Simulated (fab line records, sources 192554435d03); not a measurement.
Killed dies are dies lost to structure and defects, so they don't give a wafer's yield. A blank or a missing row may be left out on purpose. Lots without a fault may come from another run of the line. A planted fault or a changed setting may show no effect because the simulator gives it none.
Chamber matching | flow n5_finfet | N5_GATE_CUT_CMP_23 on cmp-04: 4 sister chambers
The step polishes, stops on SiO2, t overpolish 23.4 s, target thk 16 nm. 20 wafers are shown with their chamber, then 10 later ones without.

WAFERS WITH THEIR CHAMBER
wafer  | chamber | motor_current_A (A) | time_to_endpoint_s (s) | overpolish_run_s (s)
L075.3 | 3       | 8.6                 | 21.9                   | 23.405
L075.4 | 2       | 8.0                 | 20.8                   | 23.403
L075.5 | 1       | 9.5                 | 17.0                   | 23.407
L078.2 | 3       | 8.2                 | 24.0                   | 23.417
L078.4 | 0       | 6.5                 | 24.0                   | 23.397
L078.6 | 3       | 7.9                 | 22.8                   | 23.402
L080.1 | 3       | 8.2                 | 21.8                   | 23.414
L080.3 | 2       | 8.0                 | 20.5                   | 23.403
L080.6 | 1       | 10.0                | 19.8                   | 23.388
L084.3 | 2       | 7.6                 | 23.7                   | 23.404
L084.5 | 1       | 10.0                | 22.0                   | 23.397
L084.6 | 2       | 8.0                 | 21.0                   | 23.390
L085.2 | 1       | 9.6                 | 20.4                   | 23.406
L085.4 | 0       | 6.8                 | 22.0                   | 23.415
L085.5 | 2       | 8.1                 | 22.3                   | 23.408
L087.3 | 1       | 9.8                 | 20.3                   | 23.413
L087.4 | 2       | 7.8                 | 18.8                   | 23.395
L087.6 | 3       | 8.5                 | 22.5                   | 23.399
L089.4 | 1       | 10.3                | 21.1                   | 23.397
L089.5 | 2       | 7.9                 | 20.2                   | 23.422

SIGNATURES (means of the wafers above)
reading            | chamber 0 | chamber 1 | chamber 2 | chamber 3 | scatter within a chamber
motor_current_A    | 6.650     | 9.867     | 7.914     | 8.280     | 0.244
time_to_endpoint_s | 23.000    | 20.100    | 21.043    | 22.600    | 1.46
overpolish_run_s   | 23.40600  | 23.40133  | 23.40357  | 23.40740  | 0.00944
Rule: a wafer's distance from a chamber is the root of the sum, over the readings, of the square of ((its reading less the chamber's mean) divided by the reading's scatter). The wafer belongs to the nearest chamber; if the next one is less than 2 further off, it can't be placed. The scatter: the root of (the sum of the squares of (reading less its chamber's mean) over the shown wafers, divided by (wafers less chambers)).

WAFERS WITHOUT THEIR CHAMBER
wafer  | motor_current_A (A) | time_to_endpoint_s (s) | overpolish_run_s (s)
L089.6 | 8.6                 | 24.5                   | 23.414
L092.3 | 9.6                 | 19.2                   | 23.405
L092.5 | 9.8                 | 19.6                   | 23.399
L092.6 | 7.0                 | 20.4                   | 23.401
L094.1 | 6.6                 | 23.1                   | 23.405
L094.4 | 9.6                 | 21.5                   | 23.404
L094.6 | 8.1                 | 24.5                   | 23.404
L097.1 | 7.0                 | 19.3                   | 23.406
L097.5 | 8.1                 | 19.3                   | 23.397
L097.6 | 7.0                 | 19.9                   | 23.402

WHICH CHAMBER EACH WENT THROUGH
wafer  | from the rows above     | in truth
L089.6 | can't be placed: 3 or 2 | 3
L092.3 | 1                       | 1
L092.5 | 1                       | 1
L092.6 | can't be placed: 0 or 2 | 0
L094.1 | 0                       | 0
L094.4 | 1                       | 1
L094.6 | can't be placed: 3 or 2 | 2
L097.1 | can't be placed: 0 or 2 | 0
L097.5 | can't be placed: 2 or 3 | 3
L097.6 | can't be placed: 0 or 2 | 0
Placed correctly: 4 of 10. Can't be placed from these rows: 6 (the true chamber is among the candidates in 6). Placed wrongly: 0.
